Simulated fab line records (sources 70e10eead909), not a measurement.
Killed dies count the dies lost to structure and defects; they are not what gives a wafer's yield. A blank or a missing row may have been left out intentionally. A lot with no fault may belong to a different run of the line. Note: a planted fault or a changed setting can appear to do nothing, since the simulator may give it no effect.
fab line records	flow nand_harc
record lots=8	wafers=24	last_day=33
route steps=1302 shown A_ONON_D2@548 A_CHANNEL_HOLE_D2@580 END@1301
lots that met no fault: from a run of the same line without faults
start_h: hours from the record's first day to the start of the lot's first wafer shown	wait_h: time in hours since the lot's previous step	" unchanged from the row above	L1.1+2: several wafers, shown together as one row	- no value, or no start given	* or withheld: withheld	< > ~ a bound
route shown NAME@n: a module of which the file shows steps, and the number in the route of the first	usual: mean/standard deviation taken from wafers without a fault	same: alike in all rows	chamber/n: place in a boat	sites: the reading at each site	_std_site: the values' standard deviation	_edge_site: inner sites' mean taken away from outer sites' mean	radius_mm: how far each site lies from the wafer's centre	mask NAME#n: copy n	behind: tool/chamber where the wafer was last shaped	hold: why the lot went on hold/how many hours it stayed there/how the hold came to an end	device: the n, p or np transistor that did not switch	end of line: at the end of the route, the tests of the same wafers	for a step that has no rows: nothing shown but its recipe	killed: dies lost to structure and defects at the first sort, not the wafer's yield	map: per-die view of a wafer (x killed, . not killed, _ where there is no die)
set.NAME: the run value of the setting; set.NAME@STEP: its run value at that earlier step	model.NAME: the simulator's own value behind a step, which no gauge read
route steps across a sampled set of lots; one table per step, one row per wafer
services: a tool's chamber out of use, with start hour (start_h, from the record's first day; less than 0 if before it), hours out, and reason
## steps
# step NHARC_A_ONON_D2_THK_MEAS_05
# recipe thk_meas_gauge=ellipsometry
# usual thk_nm=997/9.4
lot.wafer	tool	chamber	start_h	wait_h	thk_nm
L749.2	film_metro-02	-	276.73	-	1016
L749.4	"	-	"	"	1015
L749.5	"	-	"	"	1015
L751.3	film_metro-02	-	302.87	-	1007
L751.4	"	-	"	"	1007
L751.5	"	-	"	"	1006
L755.1	film_metro-02	-	341.58	-	985
L755.3	"	-	"	"	982
L755.5	"	-	"	"	985
L754.3	film_metro-01	-	341.61	-	1014
L754.5	"	-	"	"	1013
L754.6	"	-	"	"	1012
L761.2	film_metro-01	-	398.71	-	982
L761.3	"	-	"	"	981
L761.4	"	-	"	"	982
L760.2	film_metro-02	-	398.71	-	994
L760.5	"	-	"	"	995
L760.6	"	-	"	"	995
L770.1	film_metro-01	-	499.01	-	997
L770.3	"	-	"	"	997
L770.6	"	-	"	"	1000
L771.1	film_metro-01	-	513.17	-	991
L771.2	"	-	"	"	993
L771.5	"	-	"	"	992
# step NHARC_A_ONON_D2_THK_MEAS_27
# recipe thk_meas_gauge=ellipsometry
# usual thk_nm=1001/11
lot.wafer	tool	chamber	start_h	wait_h	thk_nm
L749.2	film_metro-02	-	287.60	-	1012
L749.4	"	-	"	"	1013
L749.5	"	-	"	"	1011
L751.3	film_metro-02	-	317.64	-	982
L751.4	"	-	"	"	982
L751.5	"	-	"	"	982
L754.3	film_metro-02	-	352.35	-	986
L754.5	"	-	"	"	986
L754.6	"	-	"	"	985
L755.1	film_metro-01	-	352.35	-	985
L755.3	"	-	"	"	985
L755.5	"	-	"	"	985
L760.2	film_metro-02	-	409.81	-	987
L760.5	"	-	"	"	987
L760.6	"	-	"	"	987
L761.2	film_metro-01	-	409.85	-	996
L761.3	"	-	"	"	997
L761.4	"	-	"	"	997
L770.1	film_metro-01	-	509.81	-	999
L770.3	"	-	"	"	999
L770.6	"	-	"	"	999
L771.1	film_metro-02	-	524.30	-	999
L771.2	"	-	"	"	999
L771.5	"	-	"	"	1000
# step NHARC_A_CHANNEL_HOLE_D2_PEB_08
# recipe peb_temp_c=100	peb_time_s=65
# usual heater_power_total_W=156.6/0.43	plate_temp_C=100.04/0.12
lot.wafer	tool	chamber	start_h	wait_h	heater_power_total_W	plate_temp_C
L749.2	litho_track-06	0	291.31	0.1	156.6	100.22
L749.4	"	0	"	"	157.0	100.02
L749.5	"	0	"	"	156.2	100.12
L751.3	litho_track-06	0	321.54	0.0	157.0	99.99
L751.4	"	0	"	"	157.2	100.08
L751.5	"	0	"	"	156.5	100.08
L754.3	litho_track-04	0	358.45	0.0	156.4	100.09
L754.5	"	0	"	"	156.9	100.11
L754.6	"	0	"	"	156.9	99.99
L755.1	litho_track-01	0	359.91	0.1	157.1	99.86
L755.3	"	0	"	"	157.2	99.98
L755.5	"	0	"	"	157.0	99.80
L760.2	litho_track-01	0	413.57	0.1	156.2	99.95
L760.5	"	0	"	"	156.0	100.03
L760.6	"	0	"	"	157.0	99.92
L761.2	litho_track-04	0	414.02	0.1	156.5	100.13
L761.3	"	0	"	"	156.7	99.98
L761.4	"	0	"	"	156.2	100.14
L770.1	litho_track-01	0	514.72	0.1	163.8	103.42
L770.3	"	0	"	"	163.8	103.48
L770.6	"	0	"	"	163.6	103.39
L771.1	litho_track-01	0	528.43	0.1	164.3	103.34
L771.2	"	0	"	"	163.4	103.30
L771.5	"	0	"	"	163.1	103.42
# step NHARC_A_CHANNEL_HOLE_D2_CD_MEAS_10
# recipe target_cd_nm=100	landing_energy_ev=500
# usual cd_nm=100.1/0.39
lot.wafer	tool	chamber	start_h	wait_h	cd_nm
L749.2	cd_sem-02	0	291.39	-	99.7
L749.4	"	0	"	"	99.9
L749.5	"	0	"	"	99.8
L751.3	cd_sem-03	0	321.62	-	100.0
L751.4	"	0	"	"	100.5
L751.5	"	0	"	"	100.2
L754.3	cd_sem-02	0	358.53	-	101.4
L754.5	"	0	"	"	100.1
L754.6	"	0	"	"	100.9
L755.1	cd_sem-01	0	359.99	-	99.8
L755.3	"	0	"	"	99.8
L755.5	"	0	"	"	99.6
L760.2	cd_sem-01	0	413.65	-	99.7
L760.5	"	0	"	"	100.7
L760.6	"	0	"	"	100.8
L761.2	cd_sem-02	0	414.10	-	100.2
L761.3	"	0	"	"	99.9
L761.4	"	0	"	"	100.2
L770.1	cd_sem-02	0	514.80	-	108.5
L770.3	"	0	"	"	108.5
L770.6	"	0	"	"	108.5
L771.1	cd_sem-01	0	528.51	-	109.2
L771.2	"	0	"	"	108.8
L771.5	"	0	"	"	109.2
# step NHARC_A_CHANNEL_HOLE_D2_ETCH_34
# recipe target_depth_a=1540	time_s=77	cf4_flow_sccm=100	chf3_flow_sccm=30	ar_flow_sccm=0	rf_w=500	bias_w=200	chemistry=CF4/CHF3
# usual bias_w=200.0/0.56	cf4_flow_sccm=100.00/0.28	drypump_motor_current_A=5.6/0.47	oes_product_au=0.957/0.019	rf_vpp_V=370.6/1.6	showerhead_plenum_p_Torr=1.57/0.045	throttle_valve_pct=16.802/0.009
lot.wafer	tool	chamber	start_h	wait_h	bias_w	cf4_flow_sccm	drypump_motor_current_A	oes_product_au	rf_hours_counter_h	rf_vpp_V	showerhead_plenum_p_Torr	throttle_valve_pct
L749.4	rie_diel-04	3	-	-	199.0	99.68	5.9	0.970	5	373.5	1.65	16.803
L749.2	"	0	"	"	199.6	99.93	5.0	0.957	6	370.2	1.54	16.799
L749.5	"	2	"	"	200.3	100.34	5.0	0.968	-	372.2	1.63	16.801
L751.3	rie_diel-13	0	-	-	200.3	99.51	5.6	0.920	8	368.9	1.53	16.808
L751.4	"	1	"	"	199.3	100.04	6.6	0.917	8	372.6	1.63	16.801
L751.5	"	1	"	"	200.3	99.84	6.6	0.919	-	372.7	1.63	16.802
L754.3	rie_diel-08	1	-	-	200.8	100.47	5.1	0.919	8	369.8	1.54	16.817
L754.6	"	3	"	"	200.1	100.32	5.7	0.914	-	372.8	1.62	16.812
L754.5	"	1	"	"	201.1	99.87	5.1	0.927	-	369.7	1.54	16.807
L755.3	rie_diel-13	3	-	-	200.4	100.19	5.9	0.952	1	371.1	1.56	16.798
L755.1	"	0	"	"	199.4	100.20	5.6	0.973	1	369.7	1.53	16.804
L755.5	"	0	"	"	198.9	100.46	5.6	0.970	-	368.8	1.53	16.810
L760.2	rie_diel-08	3	-	-	199.9	100.58	5.7	0.971	2	372.2	1.62	16.797
L760.6	"	1	"	"	200.1	100.04	5.1	0.964	-	369.4	1.54	16.810
L760.5	"	2	"	"	199.3	100.62	5.3	0.956	-	369.8	1.57	16.812
L761.2	rie_diel-13	1	-	-	200.2	100.03	6.6	0.969	3	373.2	1.63	16.797
L761.3	"	2	"	"	199.5	99.63	5.5	0.974	3	369.0	1.51	16.803
L761.4	"	0	"	"	200.5	99.51	5.6	0.958	3	370.3	1.53	16.814
L770.1	rie_diel-13	0	-	-	199.6	99.38	5.6	0.922	10	368.9	1.52	16.811
L770.3	"	1	"	"	199.5	99.62	6.7	0.922	9	372.6	1.63	16.797
L770.6	"	3	"	"	200.3	100.18	5.9	0.926	-	370.6	1.56	16.803
L771.1	rie_diel-13	3	-	-	200.5	100.17	5.9	0.976	0	370.0	1.56	16.807
L771.2	"	1	"	"	199.9	100.47	6.6	0.970	0	372.8	1.63	16.792
L771.5	"	3	"	"	200.7	99.94	5.9	0.986	-	370.1	1.56	16.796
# step NHARC_A_CHANNEL_HOLE_D2_CD_MEAS_31
# usual cd_nm=90.2/0.81
lot.wafer	tool	chamber	start_h	wait_h	cd_nm
L749.2	cd_sem-02	-	299.43	-	88.6
L749.4	"	-	"	"	89.0
L749.5	"	-	"	"	87.9
L751.3	cd_sem-02	-	328.50	-	89.8
L751.4	"	-	"	"	88.9
L751.5	"	-	"	"	88.9
L754.3	cd_sem-01	-	365.64	-	90.6
L754.5	"	-	"	"	89.6
L754.6	"	-	"	"	91.9
L755.1	cd_sem-01	-	369.26	-	89.7
L755.3	"	-	"	"	89.9
L755.5	"	-	"	"	90.3
L760.2	cd_sem-02	-	420.51	-	90.0
L760.5	"	-	"	"	90.3
L760.6	"	-	"	"	89.7
L761.2	cd_sem-01	-	424.67	-	90.8
L761.3	"	-	"	"	90.5
L761.4	"	-	"	"	90.8
L770.1	cd_sem-01	-	521.71	-	99.0
L770.3	"	-	"	"	99.5
L770.6	"	-	"	"	99.5
L771.1	cd_sem-01	-	538.19	-	98.4
L771.2	"	-	"	"	99.0
L771.5	"	-	"	"	99.2
# step NHARC_A_CHANNEL_HOLE_D2_XSEM_32
# recipe landing_energy_ev=35000
# usual bot_cd_nm=74.8/1.1	bow_nm=8.63/0.26	tilt_deg=0.07/0.04
lot.wafer	tool	chamber	start_h	wait_h	bot_cd_nm	bow_nm	tilt_deg
L749.2	xsem-01	0	299.52	0.1	73.0	8.35	0.04
L749.4	"	0	"	"	73.2	8.30	0.04
L749.5	"	0	"	"	72.5	8.31	0.04
L751.3	xsem-02	0	328.59	0.1	73.3	8.04	0.00
L751.4	"	0	"	"	73.1	8.02	0.00
L751.5	"	0	"	"	72.3	7.99	0.00
L754.3	xsem-01	0	365.73	0.1	76.1	8.87	0.09
L754.5	"	0	"	"	74.7	8.87	0.09
L754.6	"	0	"	"	77.4	8.82	0.09
L755.1	xsem-02	0	369.35	0.1	74.7	8.87	-0.01
L755.3	"	0	"	"	75.4	8.83	-0.01
L755.5	"	0	"	"	75.4	8.86	-0.01
L760.2	xsem-02	0	420.60	0.1	74.4	8.65	0.11
L760.5	"	0	"	"	74.9	8.66	0.11
L760.6	"	0	"	"	74.7	8.60	0.11
L761.2	xsem-01	0	424.76	0.1	75.6	9.17	0.09
L761.3	"	0	"	"	74.3	9.12	0.10
L761.4	"	0	"	"	75.4	9.16	0.10
L770.1	xsem-02	0	521.81	0.1	83.2	8.31	0.03
L770.3	"	0	"	"	83.2	8.40	0.03
L770.6	"	0	"	"	84.0	8.37	0.03
L771.1	xsem-01	0	538.27	0.1	82.7	8.47	0.10
L771.2	"	0	"	"	82.9	8.48	0.10
L771.5	"	0	"	"	84.1	8.46	0.10
# step NHARC_END_WLT_00
# usual VT_DECK1_BOTTOM=0.872/0.0073	VT_DECK1_BOTTOM_INNER=0.872/0.0072	VT_DECK1_MEDIAN_NEAR_BOTTOM=0.874/0.007	VT_DECK1_MEDIAN_NEAR_BOTTOM_INNER=0.874/0.0075	VT_DECK1_MIDDLE=0.885/0.0079	VT_DECK1_MIDDLE_INNER=0.885/0.0077	VT_DECK1_TOP=0.896/0.0083	VT_DECK1_TOP_INNER=0.895/0.0071	VT_DECK2_BOTTOM=0.874/0.0088	VT_DECK2_BOTTOM_INNER=0.874/0.0093	VT_DECK2_MEDIAN_NEAR_BOTTOM=0.875/0.0092	VT_DECK2_MEDIAN_NEAR_BOTTOM_INNER=0.875/0.0088	VT_DECK2_MIDDLE=0.887/0.0088	VT_DECK2_MIDDLE_INNER=0.887/0.0087	VT_DECK2_TOP=0.898/0.0084	VT_DECK2_TOP_INNER=0.898/0.0092
lot.wafer	tool	chamber	start_h	wait_h	VT_DECK1_BOTTOM	VT_DECK1_BOTTOM_INNER	VT_DECK1_MEDIAN_NEAR_BOTTOM	VT_DECK1_MEDIAN_NEAR_BOTTOM_INNER	VT_DECK1_MIDDLE	VT_DECK1_MIDDLE_INNER	VT_DECK1_TOP	VT_DECK1_TOP_INNER	VT_DECK2_BOTTOM	VT_DECK2_BOTTOM_INNER	VT_DECK2_MEDIAN_NEAR_BOTTOM	VT_DECK2_MEDIAN_NEAR_BOTTOM_INNER	VT_DECK2_MIDDLE	VT_DECK2_MIDDLE_INNER	VT_DECK2_TOP	VT_DECK2_TOP_INNER
L749.2	prober-02	-	568.02	0.6	0.881	0.888	0.886	0.899	0.896	0.902	0.907	0.907	0.869	0.870	0.870	0.873	0.886	0.888	0.899	0.895
L749.4	"	-	569.03	1.6	0.889	0.886	0.892	0.890	0.906	0.899	0.916	0.905	0.873	0.860	0.872	0.872	0.893	0.883	0.897	0.896
L749.5	"	-	"	"	0.885	0.891	0.897	0.891	0.898	0.893	0.916	0.917	0.867	0.868	0.867	0.865	0.880	0.879	0.894	0.892
L751.3	prober-01	-	583.13	1.0	0.866	0.871	0.875	0.869	0.882	0.880	0.894	0.897	0.871	0.865	0.873	0.874	0.890	0.881	0.901	0.898
L751.4	"	-	"	"	0.867	0.867	0.876	0.875	0.889	0.883	0.897	0.892	0.871	0.874	0.869	0.869	0.891	0.888	0.896	0.901
L751.5	"	-	"	"	0.860	0.866	0.868	0.874	0.878	0.878	0.894	0.896	0.871	0.871	0.869	0.868	0.878	0.894	0.898	0.896
L755.1	prober-02	-	626.99	0.1	0.863	0.871	0.870	0.867	0.876	0.877	0.887	0.893	0.883	0.881	0.888	0.882	0.891	0.896	0.907	0.900
L755.3	"	-	628.00	1.1	0.864	0.862	0.867	0.867	0.878	0.884	0.889	0.889	0.871	0.878	0.891	0.888	0.899	0.890	0.902	0.903
L755.5	"	-	629.02	2.1	0.861	0.864	0.865	0.874	0.874	0.879	0.884	0.887	0.879	0.884	0.878	0.879	0.896	0.895	0.903	0.906
L754.3	prober-01	-	632.29	1.1	0.886	0.879	0.875	0.883	0.891	0.895	0.899	0.892	0.897	0.889	0.895	0.882	0.909	0.899	0.915	0.915
L754.5	"	-	633.30	2.1	0.872	0.872	0.881	0.878	0.888	0.884	0.894	0.893	0.886	0.887	0.894	0.886	0.897	0.905	0.918	0.910
L754.6	"	-	"	"	0.873	0.870	0.878	0.877	0.897	0.888	0.908	0.899	0.885	0.888	0.886	0.889	0.905	0.909	0.916	0.923
L760.2	prober-01	-	687.97	8.3	0.875	0.878	0.881	0.882	0.888	0.892	0.900	0.902	0.874	0.863	0.873	0.873	0.877	0.886	0.896	0.894
L760.5	"	-	689.48	9.8	0.877	0.882	0.883	0.886	0.896	0.900	0.896	0.906	0.871	0.869	0.876	0.864	0.877	0.883	0.897	0.894
L760.6	"	-	"	"	0.878	0.881	0.868	0.880	0.885	0.892	0.906	0.900	0.878	0.869	0.866	0.868	0.882	0.883	0.890	0.890
L761.2	prober-02	-	689.29	0.6	0.869	0.875	0.871	0.866	0.882	0.890	0.891	0.890	0.878	0.875	0.878	0.880	0.883	0.886	0.895	0.895
L761.3	"	-	"	"	0.868	0.871	0.871	0.869	0.889	0.882	0.898	0.887	0.872	0.870	0.873	0.878	0.882	0.881	0.898	0.899
L761.4	"	-	"	"	0.857	0.863	0.864	0.876	0.881	0.887	0.895	0.894	0.876	0.875	0.880	0.872	0.881	0.886	0.895	0.898
L770.1	prober-01	-	788.16	7.8	0.879	0.877	0.877	0.887	0.894	0.895	0.899	0.897	0.893	0.897	0.903	0.894	0.901	0.901	0.907	0.906
L770.3	"	-	789.17	8.8	0.879	0.866	0.878	0.873	0.889	0.891	0.903	0.889	0.891	0.897	0.896	0.895	0.907	0.910	0.917	0.910
L770.6	"	-	790.68	10.3	0.877	0.877	0.874	0.881	0.890	0.885	0.899	0.892	0.896	0.893	0.896	0.894	0.911	0.910	0.916	0.908
L771.1	prober-01	-	796.01	5.6	0.863	0.874	0.880	0.870	0.883	0.885	0.899	0.892	0.905	0.897	0.899	0.898	0.917	0.922	0.916	0.925
L771.2	"	-	"	"	0.871	0.873	0.873	0.865	0.883	0.887	0.894	0.896	0.905	0.909	0.912	0.910	0.916	0.913	0.927	0.928
L771.5	"	-	798.04	7.7	0.872	0.863	0.872	0.872	0.879	0.889	0.889	0.906	0.896	0.900	0.898	0.906	0.910	0.922	0.926	0.919
## services
tool	chamber	start_h	hours	kind
rie_diel-13	0	272.00	-	clean
rie_diel-13	1	272.00	-	clean
rie_diel-13	2	272.00	-	clean
rie_diel-13	3	272.00	-	clean
rie_diel-13	0	296.50	-	clean
litho_track-01	-	330.00	7.0	pm
rie_diel-08	2	335.88	5.3	repair
rie_diel-13	-	342.00	9.0	pm
litho_track-06	-	354.00	7.0	pm
rie_diel-04	-	354.90	9.0	pm
rie_diel-08	0	356.13	5.0	repair
rie_diel-08	-	367.80	9.0	pm
xsem-01	-	374.00	14.0	pm
litho_track-04	-	378.00	7.0	pm
rie_diel-08	0	390.50	23.0	repair
rie_diel-04	0	391.23	3.2	repair
rie_diel-13	1	419.44	5.6	repair
rie_diel-04	3	422.81	5.7	repair
rie_diel-08	0	467.70	5.3	repair
rie_diel-04	1	470.09	27.1	repair
litho_track-01	-	505.00	7.0	pm
rie_diel-13	-	519.47	9.0	pm
litho_track-06	-	529.00	7.0	pm
rie_diel-04	-	531.90	9.0	pm
## key
first_sign step=NHARC_A_CHANNEL_HOLE_D2_PEB_08	reading=plate_temp_C	direction=up	sigmas=29	usual=*	struck=*
effect step=NHARC_A_CHANNEL_HOLE_D2_PEB_08	reading=heater_power_total_W	direction=up	sigmas=16	usual=*	struck=*
effect step=NHARC_A_CHANNEL_HOLE_D2_CD_MEAS_10	reading=cd_nm	direction=up	sigmas=22	usual=100.1	struck=108.8
effect step=NHARC_A_CHANNEL_HOLE_D2_CD_MEAS_31	reading=cd_nm	direction=up	sigmas=11	usual=90.2	struck=99.1
effect step=NHARC_A_CHANNEL_HOLE_D2_XSEM_32	reading=bot_cd_nm	direction=up	sigmas=8	usual=74.8	struck=83.4
effect step=NHARC_END_WLT_00	reading=VT_DECK2_MIDDLE_INNER	direction=up	sigmas=3	usual=0.887	struck=0.913
met_at NHARC_A_CHANNEL_HOLE_D2_PEB_08
struck_lots L770,L771
tester_left_out L770,L771
not_acting_at NHARC_A_ONON_D2_THK_MEAS_05,NHARC_A_ONON_D2_THK_MEAS_27,NHARC_A_CHANNEL_HOLE_D2_ETCH_34
onset_between 413.57 514.72
fault kind=process_parameter_drift	tool=litho_track-01	chamber=-	onset_h=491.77	steps=NHARC_A_CHANNEL_HOLE_D2_PEB_08	channel=peb_temp_c	offset=*	shape=step	end_h=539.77	acts_in=*	stated=*
# tester_left_out: of these lots the tester's yield and bins aren't shown, on N5 and GAA mostly nor the transistor test; their killed dies are dies lost to structure and defects alone, not to doping, threshold or leakage, so they don't give the yield
